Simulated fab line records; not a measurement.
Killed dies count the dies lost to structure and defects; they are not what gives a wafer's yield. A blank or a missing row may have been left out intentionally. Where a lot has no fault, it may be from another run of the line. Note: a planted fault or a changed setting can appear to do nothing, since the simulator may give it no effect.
Chamber matching ; flow nand-harc ; NHARC_P_GATE_DESCUM_61 on rie-diel-02 has 3 sister chambers
The step chemistry O2, time 3 s. 3 wafers are shown with their chamber, then 7 later ones without.

WAFERS, EACH WITH ITS CHAMBER
wafer;chamber;drypump-motor-current-A (A)
L090.5;0;5.7
L092.1;3;5.0
L092.4;2;6.4

WAFERS WHOSE CHAMBER IS MISSING
wafer;drypump-motor-current-A (A)
L092.6;5.6
L094.3;6.4
L094.6;5.0
L095.4;5.7
L095.5;5.7
L096.1;6.3
L096.6;5.6

CHAMBER TAKEN BY EACH
wafer;from the rows above;in truth
L092.6;0;0
L094.3;2;2
L094.6;3;3
L095.4;0;0
L095.5;0;0
L096.1;2;2
L096.6;0;0
7 of 7 placed correctly. Left unplaced by these rows: 0. Number placed wrongly: 0.
How it was worked out, from the rows above alone: a wafer's distance from a chamber is the root of the sum, over the readings, of the square of ((its reading less the chamber's mean) divided by the reading's scatter). If the next closest chamber is less than 2 further off than the closest, the wafer can't be placed; otherwise it belongs to the closest. For every chamber, the mean is computed from those of its wafers that are shown. The scatter: root of mean squared gap, hidden wafer to nearest shown wafer, with one shown wafer a chamber.
